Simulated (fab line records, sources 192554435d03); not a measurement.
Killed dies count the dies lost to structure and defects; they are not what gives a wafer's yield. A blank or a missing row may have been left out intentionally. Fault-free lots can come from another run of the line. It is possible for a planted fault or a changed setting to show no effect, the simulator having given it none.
Chamber matching / flow n5-finfet / rie-si-05 running N5_PMOS_HMC_CHANNEL_EPI_FIN_RECESS_16: 4 sister chambers
The step chemistry HBr/Cl2, target Si, target depth 54 nm, time 18 s. 8 wafers are shown with their chamber, then 7 later ones without.

== WAFERS PAIRED WITH THEIR CHAMBERS ==
wafer=L076.3; chamber=1; throttle-valve-pct (%)=35.68; drypump-motor-current-A (A)=5.8
wafer=L076.5; chamber=1; throttle-valve-pct (%)=35.66; drypump-motor-current-A (A)=5.8
wafer=L081.5; chamber=2; throttle-valve-pct (%)=35.62; drypump-motor-current-A (A)=6.0
wafer=L081.6; chamber=3; throttle-valve-pct (%)=35.67; drypump-motor-current-A (A)=6.0
wafer=L090.1; chamber=3; throttle-valve-pct (%)=35.65; drypump-motor-current-A (A)=6.0
wafer=L090.5; chamber=0; throttle-valve-pct (%)=35.82; drypump-motor-current-A (A)=6.4
wafer=L092.2; chamber=0; throttle-valve-pct (%)=35.83; drypump-motor-current-A (A)=6.5
wafer=L092.3; chamber=2; throttle-valve-pct (%)=35.60; drypump-motor-current-A (A)=5.9

== WAFERS WITH NO CHAMBER GIVEN ==
wafer=L092.6; throttle-valve-pct (%)=35.68; drypump-motor-current-A (A)=5.7
wafer=L096.1; throttle-valve-pct (%)=35.62; drypump-motor-current-A (A)=5.9
wafer=L096.2; throttle-valve-pct (%)=35.67; drypump-motor-current-A (A)=5.7
wafer=L096.5; throttle-valve-pct (%)=35.83; drypump-motor-current-A (A)=6.4
wafer=L097.2; throttle-valve-pct (%)=35.68; drypump-motor-current-A (A)=5.8
wafer=L097.3; throttle-valve-pct (%)=35.13; drypump-motor-current-A (A)=6.0
wafer=L097.5; throttle-valve-pct (%)=35.69; drypump-motor-current-A (A)=5.8

== THE CHAMBER EACH PASSED THROUGH ==
wafer=L092.6; from the rows above=1; in truth=1
wafer=L096.1; from the rows above=2; in truth=2
wafer=L096.2; from the rows above=1; in truth=1
wafer=L096.5; from the rows above=0; in truth=0
wafer=L097.2; from the rows above=1; in truth=1
wafer=L097.3; from the rows above=2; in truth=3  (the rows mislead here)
wafer=L097.5; from the rows above=1; in truth=1
Correctly placed: 6 of 7. From these rows, 0 cannot be placed. Number placed wrongly: 1.
How it was worked out, from the rows above alone: a wafer's distance from a chamber is the root of the sum, over the readings, of the square of ((its reading less the chamber's mean) divided by the reading's scatter). If the next closest chamber is less than 2 further off than the closest, the wafer can't be placed; otherwise it belongs to the closest. The mean given for a chamber averages the wafers shown for that chamber. The scatter: take each reading less its chamber's mean, square it, sum over the shown wafers, divide by the number of wafers less the number of chambers, and take the root.
